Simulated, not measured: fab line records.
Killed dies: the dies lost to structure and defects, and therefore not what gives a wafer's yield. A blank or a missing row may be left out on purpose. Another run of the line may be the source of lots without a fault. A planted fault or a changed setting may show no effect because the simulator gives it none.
Which tool is to blame? / flow nandHarc / 14 lots with 42 wafers sampled at 5 steps, on a route of 1159 steps

== WHAT THE GAUGES READ, wafer by wafer ==
NHARC_THIN_TSV_CD_MEAS_37. Usual: cdNm 5000 nm, standard deviation 3.8.
lot=L365; measured=day 19 04:56; on=cdSem-02; cdNm (nm)=5007 5000 4998; flag=
lot=L366; measured=day 19 06:33; on=cdSem-03; cdNm (nm)=5001 4999 5004; flag=
lot=L370; measured=day 20 14:17; on=cdSem-03; cdNm (nm)=5002 4996 4999; flag=
lot=L373; measured=day 21 02:13; on=cdSem-03; cdNm (nm)=5006 5006 4999; flag=
lot=L376; measured=day 21 18:02; on=cdSem-03; cdNm (nm)=4999 4999 5003; flag=
lot=L377; measured=day 21 19:05; on=cdSem-03; cdNm (nm)=4997 4998 4997; flag=
lot=L378; measured=day 21 16:38; on=cdSem-03; cdNm (nm)=4993 4996 5001; flag=
lot=L379; measured=day 22 02:42; on=cdSem-03; cdNm (nm)=5005 5002 4995; flag=
lot=L380; measured=day 23 04:53; on=cdSem-01; cdNm (nm)=4992 5000 4993; flag=
lot=L383; measured=day 23 12:54; on=cdSem-02; cdNm (nm)=4999 5000 5004; flag=
lot=L384; measured=day 23 14:14; on=cdSem-03; cdNm (nm)=4998 4997 4998; flag=
lot=L386; measured=day 24 21:14; on=cdSem-02; cdNm (nm)=4995 4999 4993; flag=
lot=L388; measured=day 24 20:03; on=cdSem-02; cdNm (nm)=4999 5006 5006; flag=
lot=L387; measured=day 25 00:11; on=cdSem-01; cdNm (nm)=5004 5001 5006; flag=

NHARC_END_SORT_01. Usual: killedAtArray 26, standard deviation 9.7; killedAtOther 1.0, standard deviation 1.2; killedAtPeriphery 3.9, standard deviation 2.6; killedDies 31, standard deviation 9.7; killedOpen 3.2, standard deviation 1.8; killedShort 2.0, standard deviation 1.3.
lot=L373; measured=day 21 12:04; on=prober-02; killedAtArray=104 117 110; killedAtOther=0 1 2; killedAtPeriphery=3 4 2; killedDies=107 122 114; killedOpen=3 5 2; killedShort=0 2 2; flag=OFF
lot=L376; measured=day 22 04:25; on=prober-02; killedAtArray=94 103 96; killedAtOther=0 1 2; killedAtPeriphery=1 4 5; killedDies=95 108 103; killedOpen=2 2 3; killedShort=0 3 5; flag=OFF
lot=L383; measured=day 23 23:39; on=prober-02; killedAtArray=14 15 20; killedAtOther=0 0 0; killedAtPeriphery=7 3 6; killedDies=21 18 26; killedOpen=2 1 5; killedShort=2 1 2; flag=
lot=L384; measured=day 24 05:40; on=prober-01; killedAtArray=33 41 47; killedAtOther=0 1 3; killedAtPeriphery=0 1 0; killedDies=33 43 50; killedOpen=1 4 2; killedShort=0 3 1; flag=
lot=L386; measured=day 25 03:33; on=prober-01; killedAtArray=18 20 21; killedAtOther=3 2 1; killedAtPeriphery=4 5 0; killedDies=25 27 22; killedOpen=5 2 3; killedShort=0 1 0; flag=
lot=L388; measured=day 25 03:33; on=prober-02; killedAtArray=23 33 43; killedAtOther=0 0 0; killedAtPeriphery=3 4 4; killedDies=26 37 47; killedOpen=3 6 8; killedShort=2 2 2; flag=

== WHICH TOOL RAN EACH LOT (tool, then ch and the chambers of the sampled wafers, then the start) ==
lot=L365; NHARC_A_CONTACT_ETCH_121=harCapEtch-02 ch 0,1, day 16 12:16; NHARC_THIN_TSV_STRIP_62=plasmaAsher-01 ch 0,1, day 19 00:06; NHARC_THIN_TSV_STRIP_56=plasmaAsher-02 ch 0,1, day 19 04:10
lot=L366; NHARC_A_CONTACT_ETCH_121=harCapEtch-03 ch 0,1, day 16 17:40; NHARC_THIN_TSV_STRIP_62=plasmaAsher-02 ch 0,1, day 19 01:56; NHARC_THIN_TSV_STRIP_56=plasmaAsher-01 ch 0,1, day 19 05:48
lot=L370; NHARC_A_CONTACT_ETCH_121=harCapEtch-01 ch 0,1, day 17 22:51; NHARC_THIN_TSV_STRIP_62=plasmaAsher-02 ch 0,1, day 20 09:27; NHARC_THIN_TSV_STRIP_56=plasmaAsher-01 ch 0,1, day 20 13:29
lot=L373; NHARC_A_CONTACT_ETCH_121=harCapEtch-02 ch 0,1, day 18 17:34; NHARC_THIN_TSV_STRIP_62=plasmaAsher-02 ch 0,1, day 20 21:38; NHARC_THIN_TSV_STRIP_56=plasmaAsher-01 ch 1, day 21 01:26
lot=L376; NHARC_A_CONTACT_ETCH_121=harCapEtch-02 ch 0,1, day 19 07:38; NHARC_THIN_TSV_STRIP_62=plasmaAsher-02 ch 0,1, day 21 13:19; NHARC_THIN_TSV_STRIP_56=plasmaAsher-01 ch 0,1, day 21 17:17
lot=L377; NHARC_A_CONTACT_ETCH_121=harCapEtch-01 ch 0,1, day 19 07:58; NHARC_THIN_TSV_STRIP_62=plasmaAsher-01 ch 0,1, day 21 14:20; NHARC_THIN_TSV_STRIP_56=plasmaAsher-01 ch 0,1, day 21 18:17
lot=L378; NHARC_A_CONTACT_ETCH_121=harCapEtch-01 ch 0,1, day 19 11:49; NHARC_THIN_TSV_STRIP_62=plasmaAsher-02 ch 0,1, day 21 12:03; NHARC_THIN_TSV_STRIP_56=plasmaAsher-02 ch 0,1, day 21 15:58
lot=L379; NHARC_A_CONTACT_ETCH_121=harCapEtch-03 ch 0,1, day 19 21:06; NHARC_THIN_TSV_STRIP_62=plasmaAsher-01 ch 0,1, day 21 21:41; NHARC_THIN_TSV_STRIP_56=plasmaAsher-01 ch 0,1, day 22 01:50
lot=L380; NHARC_A_CONTACT_ETCH_121=harCapEtch-03 ch 0,1, day 20 08:49; NHARC_THIN_TSV_STRIP_62=plasmaAsher-02 ch 0,1, day 23 00:10; NHARC_THIN_TSV_STRIP_56=plasmaAsher-01 ch 0,1, day 23 04:05
lot=L383; NHARC_A_CONTACT_ETCH_121=harCapEtch-03 ch 0,1, day 20 16:12; NHARC_THIN_TSV_STRIP_62=plasmaAsher-02 ch 0,1, day 23 08:06; NHARC_THIN_TSV_STRIP_56=plasmaAsher-01 ch 0,1, day 23 12:12
lot=L384; NHARC_A_CONTACT_ETCH_121=harCapEtch-03 ch 0,1, day 20 22:45; NHARC_THIN_TSV_STRIP_62=plasmaAsher-01 ch 0,1, day 23 09:11; NHARC_THIN_TSV_STRIP_56=plasmaAsher-01 ch 0,1, day 23 13:29
lot=L386; NHARC_A_CONTACT_ETCH_121=harCapEtch-03 ch 0,1, day 22 03:26; NHARC_THIN_TSV_STRIP_62=plasmaAsher-02 ch 0,1, day 24 16:27; NHARC_THIN_TSV_STRIP_56=plasmaAsher-01 ch 0,1, day 24 20:26
lot=L388; NHARC_A_CONTACT_ETCH_121=harCapEtch-02 ch 0,1, day 22 05:52; NHARC_THIN_TSV_STRIP_62=plasmaAsher-02 ch 1, day 24 15:25; NHARC_THIN_TSV_STRIP_56=plasmaAsher-02 ch 0,1, day 24 19:15
lot=L387; NHARC_A_CONTACT_ETCH_121=harCapEtch-01 ch 0,1, day 22 09:56; NHARC_THIN_TSV_STRIP_62=plasmaAsher-01 ch 0,1, day 24 19:01; NHARC_THIN_TSV_STRIP_56=plasmaAsher-01 ch 0,1, day 24 23:23
- NHARC_A_CONTACT_ETCH_121: etches the open film in C4F8/O2/Ar, time 94 s, target depth 922 nm.
- NHARC_THIN_TSV_STRIP_62: strips in N2/H2, time 20 s.
- NHARC_THIN_TSV_STRIP_56: strips in O2.

== AS READ BY THE TOOLS THEMSELVES (means over the sampled wafers that have a number; for cases with no such wafer, the mark the record gives instead) ==
NHARC_A_CONTACT_ETCH_121. Usual: chamberPressureMTorr 19.999 mTorr, standard deviation 0.017.
lot=L365; tool=harCapEtch-02; chamberPressureMTorr (mTorr)=19.998; flag=
lot=L366; tool=harCapEtch-03; chamberPressureMTorr (mTorr)=19.983; flag=
lot=L370; tool=harCapEtch-01; chamberPressureMTorr (mTorr)=19.985; flag=
lot=L373; tool=harCapEtch-02; chamberPressureMTorr (mTorr)=20.009; flag=
lot=L376; tool=harCapEtch-02; chamberPressureMTorr (mTorr)=19.998; flag=
lot=L377; tool=harCapEtch-01; chamberPressureMTorr (mTorr)=20.012; flag=
lot=L378; tool=harCapEtch-01; chamberPressureMTorr (mTorr)=19.992; flag=
lot=L379; tool=harCapEtch-03; chamberPressureMTorr (mTorr)=19.998; flag=
lot=L380; tool=harCapEtch-03; chamberPressureMTorr (mTorr)=19.997; flag=
lot=L383; tool=harCapEtch-03; chamberPressureMTorr (mTorr)=20.013; flag=
lot=L384; tool=harCapEtch-03; chamberPressureMTorr (mTorr)=20.004; flag=
lot=L386; tool=harCapEtch-03; chamberPressureMTorr (mTorr)=19.988; flag=
lot=L388; tool=harCapEtch-02; chamberPressureMTorr (mTorr)=20.010; flag=
lot=L387; tool=harCapEtch-01; chamberPressureMTorr (mTorr)=19.992; flag=

NHARC_THIN_TSV_STRIP_62. Usual: drypumpMotorCurrentA 5.6 A, standard deviation 0.34; heaterPowerW 354 W, standard deviation 28.
lot=L365; tool=plasmaAsher-01; drypumpMotorCurrentA (A)=5.3; heaterPowerW (W)=357; flag=
lot=L366; tool=plasmaAsher-02; drypumpMotorCurrentA (A)=5.8; heaterPowerW (W)=344; flag=
lot=L370; tool=plasmaAsher-02; drypumpMotorCurrentA (A)=5.8; heaterPowerW (W)=342; flag=
lot=L373; tool=plasmaAsher-02; drypumpMotorCurrentA (A)=5.8; heaterPowerW (W)=343; flag=
lot=L376; tool=plasmaAsher-02; drypumpMotorCurrentA (A)=5.8; heaterPowerW (W)=348; flag=
lot=L377; tool=plasmaAsher-01; drypumpMotorCurrentA (A)=5.1; heaterPowerW (W)=386; flag=
lot=L378; tool=plasmaAsher-02; drypumpMotorCurrentA (A)=5.9; heaterPowerW (W)=339; flag=
lot=L379; tool=plasmaAsher-01; drypumpMotorCurrentA (A)=5.3; heaterPowerW (W)=369; flag=
lot=L380; tool=plasmaAsher-02; drypumpMotorCurrentA (A)=5.9; heaterPowerW (W)=338; flag=
lot=L383; tool=plasmaAsher-02; drypumpMotorCurrentA (A)=5.9; heaterPowerW (W)=335; flag=
lot=L384; tool=plasmaAsher-01; drypumpMotorCurrentA (A)=5.2; heaterPowerW (W)=387; flag=
lot=L386; tool=plasmaAsher-02; drypumpMotorCurrentA (A)=5.9; heaterPowerW (W)=335; flag=
lot=L388; tool=plasmaAsher-02; drypumpMotorCurrentA (A)=5.9; heaterPowerW (W)=329; flag=
lot=L387; tool=plasmaAsher-01; drypumpMotorCurrentA (A)=5.3; heaterPowerW (W)=366; flag=

NHARC_THIN_TSV_STRIP_56. Usual: drypumpMotorCurrentA 5.4 A, standard deviation 0.34; heaterPowerW 361 W, standard deviation 32.
lot=L365; tool=plasmaAsher-02; drypumpMotorCurrentA (A)=5.9; heaterPowerW (W)=336; flag=
lot=L366; tool=plasmaAsher-01; drypumpMotorCurrentA (A)=5.3; heaterPowerW (W)=357; flag=
lot=L370; tool=plasmaAsher-01; drypumpMotorCurrentA (A)=5.3; heaterPowerW (W)=368; flag=
lot=L373; tool=plasmaAsher-01; drypumpMotorCurrentA (A)=5.4; heaterPowerW (W)=343; flag=
lot=L376; tool=plasmaAsher-01; drypumpMotorCurrentA (A)=5.3; heaterPowerW (W)=363; flag=
lot=L377; tool=plasmaAsher-01; drypumpMotorCurrentA (A)=5.3; heaterPowerW (W)=369; flag=
lot=L378; tool=plasmaAsher-02; drypumpMotorCurrentA (A)=5.9; heaterPowerW (W)=339; flag=
lot=L379; tool=plasmaAsher-01; drypumpMotorCurrentA (A)=5.3; heaterPowerW (W)=367; flag=
lot=L380; tool=plasmaAsher-01; drypumpMotorCurrentA (A)=5.1; heaterPowerW (W)=383; flag=
lot=L383; tool=plasmaAsher-01; drypumpMotorCurrentA (A)=5.2; heaterPowerW (W)=388; flag=
lot=L384; tool=plasmaAsher-01; drypumpMotorCurrentA (A)=5.1; heaterPowerW (W)=383; flag=
lot=L386; tool=plasmaAsher-01; drypumpMotorCurrentA (A)=5.3; heaterPowerW (W)=361; flag=
lot=L388; tool=plasmaAsher-02; drypumpMotorCurrentA (A)=5.9; heaterPowerW (W)=335; flag=
lot=L387; tool=plasmaAsher-01; drypumpMotorCurrentA (A)=5.1; heaterPowerW (W)=385; flag=

== THE ANSWER, worked out from the rows above alone ==
Rule: lot off if the mean of its wafers having a number is beyond 3 standard deviations from the usual mean. A lot without any number at a reading at which 4 lots or more have one is off too. All remaining lots with rows at the step are treated as sound. After the gauges, taken in route order, come the tools' own readings; for these a lot's mean is taken, as printed above. The first step at which some lot is off is used, and at that step the reading that is off furthest; a lot without a number counts as furthest.
Off: L373, L376, at NHARC_END_SORT_01 (killedAtArray). Neither off nor sound, because the step has no rows for them: L365, L366, L370, L377, L378, L379, L380, L387.
If a tool, at a process step before that reading, ran all the lots that are off and no sound lot after the first of them, it fits. Those tools and the gauges at NHARC_END_SORT_01 are tried in the same way. Not one of the candidates tried fits.

== WHAT THE SIMULATOR HAD INSERTED ==
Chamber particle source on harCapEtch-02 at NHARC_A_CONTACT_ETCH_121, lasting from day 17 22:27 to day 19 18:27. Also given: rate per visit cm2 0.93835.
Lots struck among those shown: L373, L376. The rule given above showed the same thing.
